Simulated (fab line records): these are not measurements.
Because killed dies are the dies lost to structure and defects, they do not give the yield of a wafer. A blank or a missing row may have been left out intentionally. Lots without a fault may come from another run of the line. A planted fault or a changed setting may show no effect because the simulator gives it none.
Chamber matching ; flow n5_finfet ; rie_diel-05 running N5_DUMMY_REMOVAL_HM_STRIP_01: 4 sister chambers
The step strips SiNx in CH3F/O2, stops on poly-Si, target depth 4 nm, time 6.8 s. 14 wafers are shown with their chamber, then 7 later ones without.

WAFERS PAIRED WITH THEIR CHAMBERS
wafer;chamber;showerhead_plenum_p_Torr (Torr);oes_product_au (a.u.);throttle_valve_pct (%)
L336.1;3;2.06;0.60;16.27
L336.2;2;2.02;0.67;16.39
L336.5;0;2.05;0.57;16.58
L346.3;3;2.05;0.59;16.30
L346.5;2;2.01;0.65;16.44
L346.6;3;2.05;0.58;16.34
L348.1;3;2.05;0.59;16.33
L348.4;1;1.95;0.65;16.44
L348.5;0;2.05;0.81;16.14
L350.3;1;1.95;0.64;16.45
L350.4;0;2.05;0.79;16.17
L350.5;3;2.05;0.58;16.34
L351.2;1;1.95;0.65;16.44
L351.3;3;2.05;0.58;16.34

SIGNATURES (means of the wafers above)
reading;chamber 0;chamber 1;chamber 2;chamber 3;scatter within a chamber
showerhead_plenum_p_Torr;2.0500;1.9500;2.0150;2.0517;0.00365
oes_product_au;0.7233;0.6467;0.6600;0.5867;0.0601
throttle_valve_pct;16.2967;16.4433;16.4150;16.3200;0.112
Rule: a wafer lies at a distance from a chamber equal to the root of the sum of squares, over the readings, of (its reading less the chamber's mean, divided by the reading's scatter). The wafer belongs to the nearest chamber; if the next one is less than 2 further off, it can't be placed. The scatter is the square root of a quotient: the sum, over the shown wafers, of each reading's squared deviation from its chamber's mean, divided by wafers minus chambers.

WAFERS WITHOUT THEIR CHAMBER
wafer;showerhead_plenum_p_Torr (Torr);oes_product_au (a.u.);throttle_valve_pct (%)
L351.6;1.95;0.64;16.44
L356.2;2.04;0.75;16.16
L356.5;2.04;0.57;16.34
L356.6;2.04;0.75;16.19
L357.1;2.04;0.57;16.34
L357.4;2.04;0.74;16.19
L357.6;2.04;0.75;16.19

WHICH CHAMBER EACH WENT THROUGH
wafer;from the rows above;in truth
L351.6;1;1
L356.2;can't be placed: 0 or 3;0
L356.5;can't be placed: 3 or 0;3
L356.6;can't be placed: 0 or 3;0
L357.1;can't be placed: 3 or 0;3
L357.4;can't be placed: 0 or 3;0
L357.6;can't be placed: 0 or 3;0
Correctly placed: 1 of 7. Can't be placed from these rows: 6 (the true chamber is among the candidates in 6). 0 placed wrongly.
